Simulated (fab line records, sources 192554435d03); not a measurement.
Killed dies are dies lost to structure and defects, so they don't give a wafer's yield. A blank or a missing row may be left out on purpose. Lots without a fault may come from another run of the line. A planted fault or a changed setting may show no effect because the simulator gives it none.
A struck lot beside a sound one | flow n5_finfet | 16 steps out of a route of 1938
Sound: wafers L288.3, L288.4, L288.5. Struck: wafer L285.3. (L285.5, L285.6 of the same lot were not struck and are left out.) The cause comes at the end.
At each step with rows: each side's tool, then ch and its chambers, then its first start. Under that, the readings that differ: sound wafers | struck wafers | difference of the means | sigmas: that difference in standard deviations of wafers without a fault.
alike: readings whose means differ by less than 2 such deviations, and words and numbers that are the same on both sides. not compared: withheld readings, readings that some wafer has no value for, bounds like >300 that may hide the same value, and numbers for which the record gives no deviation and whose values overlap.
The two part at a step that has a row with sigmas, a row that says differs or no value, or rows on one side only. Numbers that don't overlap but have no deviation are shown without sigmas and don't part them. A reading that every wafer of one side lacks parts them only if that side has two wafers or more.

first, 1 step without rows for these wafers: N5_FIN_CUT_STRIP_31 (strips in N2/H2).
N5_FIN_CUT_STRIP_24: strips in CF4.
  sound on rie_diel-02 ch 0,2,3, day 6 21:56; struck on rie_diel-06 ch 2, day 6 04:03
  reading                         | sound             | struck | difference | sigmas
  drypump_motor_current_A (A)     | 6.2 6.8 6.7       | 5.6    | -1.0       | -2
  rf_fwd_power_W (W)              | 293.4 291.6 291.5 | 294.4  | +2.2       | +2
  rf_vpp_V (V)                    | 267.2 269.5 269.3 | 273.6  | +4.9       | +3
  showerhead_plenum_p_Torr (Torr) | 1.73 1.68 1.67    | 1.88   | +0.19      | +2
  alike: oes_product_au, throttle_valve_pct
  not compared: rf_hours_counter_h
N5_FIN_CUT_CUT_ETCH_26: etches SiNx in CH3F/O2, target depth 39 nm, time 55.7 s.
  sound on rie_diel-02 ch 0,2,3, day 6 21:57; struck on rie_diel-06 ch 2, day 6 04:04
  reading                         | sound          | struck | difference | sigmas
  showerhead_plenum_p_Torr (Torr) | 1.91 1.89 1.87 | 2.08   | +0.19      | +2
  alike: bias_w, drypump_motor_current_A, oes_product_au, rf_fwd_power_W, rf_vpp_V, throttle_valve_pct
  not compared: rf_hours_counter_h
N5_FIN_CUT_CUT_ETCH_27: etches SiO2 in CHF3/O2, target depth 4 nm, overetch 2 nm, time 4.9 s.
  sound on rie_diel-02 ch 0,2,3, day 6 22:00; struck on rie_diel-06 ch 2, day 6 04:07
  reading                         | sound          | struck | difference | sigmas
  showerhead_plenum_p_Torr (Torr) | 2.30 2.28 2.25 | 2.50   | +0.22      | +2
  alike: bias_w, drypump_motor_current_A, oes_product_au, rf_fwd_power_W, rf_vpp_V, throttle_valve_pct
  not compared: rf_hours_counter_h
then, 2 steps without rows for these wafers: N5_FIN_CUT_PRECLEAN_35 (cleans in vHF, time 13.3 s); N5_FIN_CUT_CUT_ETCH_15 (etches Si in HBr/Cl2/O2, target depth 100 nm, bt time 10 s, time 42.4 s).
N5_FIN_CUT_CUT_ETCH_28: etches Si in HBr/Cl2/O2, target depth 6 nm, time 2.4 s.
  sound on rie_si-02 ch 1,2,3, day 6 22:12; struck on rie_si-04 ch 1, day 6 04:22
  alike: drypump_motor_current_A, oes_product_au, throttle_valve_pct
  not compared: bias_w, rf_fwd_power_W, rf_hours_counter_h
then, 4 steps without rows for these wafers: N5_FIN_CUT_STRIP_22 (strips in N2/H2); N5_FIN_CUT_PRECLEAN_36 (cleans in O3/DIW, time 60 s); N5_FIN_CUT_SRD_32 (time 30 s); N5_FIN_CUT_UV_OZONE_34 (time 120 s).
N5_FIN_CUT_INSPECT_17: inspects for defects (brightfield).
  sound on defect_inspect-02, day 6 22:31; struck on defect_inspect-01, day 6 04:49
  alike: raw_defect_count
N5_STI_FIN_REVEAL_ALD_00: deposits SiO2, target thk 1 nm, pulse time 1 s.
  sound on ald_sin-02 ch 0,1, day 6 22:33; struck on ald_sin-01 ch 0, day 6 04:52
  reading                                         | sound | struck | difference | sigmas
  model.SiO2_of_STI_FIN_REVEAL_ALD_00.thk_nm (nm) | 1 1 1 | 0.6    | -0.4       |
  alike: heater_power_w, precursor_pulse_height_rel
N5_STI_FIN_REVEAL_ALD_14: deposits Si3N4, target thk 3 nm.
  sound on ald_sin-02 ch 0,1, day 6 22:36; struck on ald_sin-01 ch 0, day 6 04:55
  alike: heater_power_w
-- the record jumps here: 7 days lie between the struck wafers' starts before and after (it left off in module STI_FIN_REVEAL and takes up again in module BEOL_M4, whose first step shown is number 1111 of the route) --
N5_BEOL_M4_RC_MEAS_101:
  sound on prober-02 ch 0, day 14 12:54; struck on prober-02 ch 0, day 13 14:38
  reading       | sound          | struck | difference | sigmas
  ION_P (uA/um) | 447 461 468    | 480    | +21        | +2
  VT_P (mV)     | -255 -259 -251 | -248   | +7         | +2
  alike: DIBL_N, DIBL_P, IOFF_N, IOFF_P, ION_N, SS_N, SS_P, VT_N
-- the record jumps here: 5 days lie between the struck wafers' starts before and after (it left off in module BEOL_M4 and takes up again in module PASSIVATION, whose first step shown is number 1936 of the route) --
N5_PASSIVATION_PROBE_49:
  sound on prober-01, day 19 07:55; struck on prober-02, day 18 08:12
  alike: defect_limited_yield, killed_at_M0_to_M3, killed_at_M4_up, killed_at_contacts, killed_at_front_end, killed_at_other, killed_dies, killed_open, killed_short, sort_bin_5_function, sort_bin_6_memory, sort_n_pass, sort_yield_pct

WHERE THEY PART
First at N5_FIN_CUT_STRIP_24; last, within this record, at N5_BEOL_M4_RC_MEAS_101. Later steps at which nothing parts them and some readings are alike: N5_PASSIVATION_PROBE_49.

WHY: what the simulator had put in
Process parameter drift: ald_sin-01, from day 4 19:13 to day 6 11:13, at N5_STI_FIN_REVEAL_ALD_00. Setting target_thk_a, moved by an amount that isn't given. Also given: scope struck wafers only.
